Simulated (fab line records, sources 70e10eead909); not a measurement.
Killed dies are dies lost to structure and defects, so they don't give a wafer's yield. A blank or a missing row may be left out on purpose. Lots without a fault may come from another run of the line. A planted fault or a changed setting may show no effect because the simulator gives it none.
Chamber matching | flow nand_harc | NHARC_P_M1_PRE_CLEAN_32 on pecvd-01: 3 sister chambers
The step time 12 s. 14 wafers are shown with their chamber, then 7 later ones without.

WAFERS WITH THEIR CHAMBER
wafer  | chamber | heater_power_w (W)
L079.2 | 1       | 638
L079.5 | 0       | 611
L079.6 | 2       | 512
L080.1 | 1       | 613
L080.4 | 1       | 599
L080.6 | 2       | 582
L081.1 | 1       | 657
L081.3 | 2       | 604
L081.6 | 2       | 586
L084.2 | 1       | 647
L084.3 | 2       | 579
L084.5 | 2       | 595
L095.1 | 2       | 521
L095.2 | 0       | 602

SIGNATURES (means of the wafers above)
reading        | chamber 0 | chamber 1 | chamber 2 | scatter within a chamber
heater_power_w | 606.50    | 630.80    | 568.43    | 30.7
Rule: a wafer's distance from a chamber is the root of the sum, over the readings, of the square of ((its reading less the chamber's mean) divided by the reading's scatter). The wafer belongs to the nearest chamber; if the next one is less than 2 further off, it can't be placed. The scatter: the root of (the sum of the squares of (reading less its chamber's mean) over the shown wafers, divided by (wafers less chambers)).

WAFERS WITHOUT THEIR CHAMBER
wafer  | heater_power_w (W)
L095.5 | 673
L094.1 | 711
L094.4 | 460
L094.6 | 621
L097.1 | 655
L097.2 | 625
L097.4 | 515

WHICH CHAMBER EACH WENT THROUGH
wafer  | from the rows above          | in truth
L095.5 | can't be placed: 1 or 0      | 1
L094.1 | can't be placed: 1 or 0      | 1
L094.4 | can't be placed: 2 or 0      | 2
L094.6 | can't be placed: 1 or 0 or 2 | 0
L097.1 | can't be placed: 1 or 0      | 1
L097.2 | can't be placed: 1 or 0 or 2 | 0
L097.4 | can't be placed: 2 or 0      | 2
Placed correctly: 0 of 7. Can't be placed from these rows: 7 (the true chamber is among the candidates in 7). Placed wrongly: 0.
